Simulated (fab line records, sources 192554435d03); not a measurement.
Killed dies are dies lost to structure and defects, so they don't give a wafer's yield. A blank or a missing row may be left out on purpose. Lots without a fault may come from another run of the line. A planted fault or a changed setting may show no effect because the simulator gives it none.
One fault seen from 2 desks | flow n5_finfet | each desk has only its own numbers; what lay behind them comes last

THE DEFECT DESK
What the inspections along the route counted, lot by lot: means of the sampled wafers that have a number. A lot is out of limits, marked OUT, if its mean lies more than 4 standard deviations from the usual mean; the brackets give that distance.
Columns: A = raw_defect_count at N5_BEOL_M12_INSPECT_12, usual 2.1
lot  | first seen here | A
L949 | day 12 08:55    | 2.7
L950 | day 12 10:34    | 2.0
L953 | day 12 19:09    | 1.7
L956 | day 12 20:21    | 1.7
L957 | day 14 08:08    | 0.7
L958 | day 14 17:40    | 2.0
L959 | day 15 02:05    | 2.0
L962 | day 15 09:49    | 4.0
L966 | day 16 04:50    | 1.0
L967 | day 16 08:37    | 2.3
L968 | day 16 15:29    | 2.0
This desk's finding: nothing out of limits on any of the 11 lots.

THE TOOL OWNER'S DESK: rie_diel-01
The tool's own readings at N5_BEOL_M12_ETCH_68 (etches SOC in N2/H2, time 285 s): means of the sampled wafers that have a number, for each lot that ran on this tool. A lot is out of limits, marked OUT, if its mean lies more than 4 standard deviations from the usual mean; the brackets give that distance.
Columns: A = drypump_motor_current_A at N5_BEOL_M12_ETCH_68, usual 5.7 A; B = oes_product_au at N5_BEOL_M12_ETCH_68, usual 0.81 a.u.; C = rf_vpp_V at N5_BEOL_M12_ETCH_68, usual 524.4 V; D = run_length_s at N5_BEOL_M12_ETCH_68, usual 308.4 s; E = showerhead_plenum_p_Torr at N5_BEOL_M12_ETCH_68, usual 2.56 Torr; F = throttle_valve_pct at N5_BEOL_M12_ETCH_68, usual 17.79 %
lot  | first seen here | A   | B    | C     | D                       | E    | F
L950 | day 12 11:50    | 5.6 | 0.70 | 522.8 | 308.4                   | 2.50 | 17.85
L956 | day 12 22:07    | 5.7 | 0.68 | 523.7 | 308.6                   | 2.55 | 17.98
L957 | day 14 09:29    | 5.4 | 0.86 | 527.9 | 307.8                   | 2.68 | 17.97
L958 | day 14 19:13    | 5.6 | 0.79 | 525.1 | 308.2                   | 2.58 | 17.84
L959 | day 15 03:14    | 5.5 | 0.69 | 525.0 | 276.6 (-74) OUT         | 2.61 | 18.01
L962 | day 15 11:25    | 5.6 | 0.93 | 525.5 | 276.7 (-74) OUT         | 2.61 | 17.75
L966 | day 16 06:29    | 5.5 | 0.81 | 524.4 | 244.9 (-99 or more) OUT | 2.54 | 17.70
This desk's finding: out of limits on L959, L962, L966; first on L959, day 15 03:14 (run_length_s at N5_BEOL_M12_ETCH_68). In limits: L950, L956, L957, L958.

PUT TOGETHER
The tool owner's desk could have raised an alarm at day 15 03:14, on L959, L962, L966.
The defect desk saw nothing out of limits.
The defect desk has L959, L962, L966 on record, within its limits.
Of the lots named, all ran N5_BEOL_M12_ETCH_68 on rie_diel-01.

WHAT THE SIMULATOR HAD PUT IN
Process parameter drift: rie_diel-01, from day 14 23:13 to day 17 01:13, at N5_BEOL_M12_ETCH_68. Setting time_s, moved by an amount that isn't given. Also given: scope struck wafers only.
Lots struck among those shown: L959, L962, L966.
Hours from the fault's start to each desk's first reading out of limits: the tool owner's desk, 4.
